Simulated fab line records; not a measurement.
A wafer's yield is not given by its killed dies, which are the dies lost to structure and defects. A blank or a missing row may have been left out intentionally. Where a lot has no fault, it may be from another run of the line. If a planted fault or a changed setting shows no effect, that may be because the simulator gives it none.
Matching of chambers -- flow n5_finfet -- ald_metal-01 running N5_BEOL_M10_ALD_74: 4 sister chambers
The step deposits TaN, target thk 2 nm, pulse time 2 s, purge time 3 s. 4 wafers are shown with their chamber, then 10 later ones without.

WAFERS, EACH WITH ITS CHAMBER
wafer,chamber,heater_power_w (W)
L083.6,0,395
L091.1,1,435
L092.2,2,363
L092.4,3,427

WAFERS WITHOUT THEIR CHAMBER
wafer,heater_power_w (W)
L092.6,390
L094.1,394
L094.2,357
L094.4,421
L095.4,405
L095.5,396
L095.6,436
L097.2,439
L097.3,439
L097.6,352

THE CHAMBER EACH PASSED THROUGH
wafer,from the rows above,in truth
L092.6,0,0
L094.1,0,0
L094.2,2,2
L094.4,can't be placed: 3 or 1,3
L095.4,0,0
L095.5,0,0
L095.6,can't be placed: 1 or 3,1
L097.2,can't be placed: 1 or 3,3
L097.3,can't be placed: 1 or 3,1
L097.6,2,2
Correct placement for 6 of the 10. Unplaceable from these rows: 4, with the true chamber sitting among the candidates in 4. 0 placed wrongly.
How it was worked out, from the rows above alone: a wafer's distance from a chamber is the root of the sum, over the readings, of the square of ((its reading less the chamber's mean) divided by the reading's scatter). If the next closest chamber is less than 2 further off than the closest, the wafer can't be placed; otherwise it belongs to the closest. For every chamber, the mean is computed from those of its wafers that are shown. The scatter: with one shown wafer a chamber, the root of the mean of the squares of how far each hidden wafer lies from its nearest shown one.
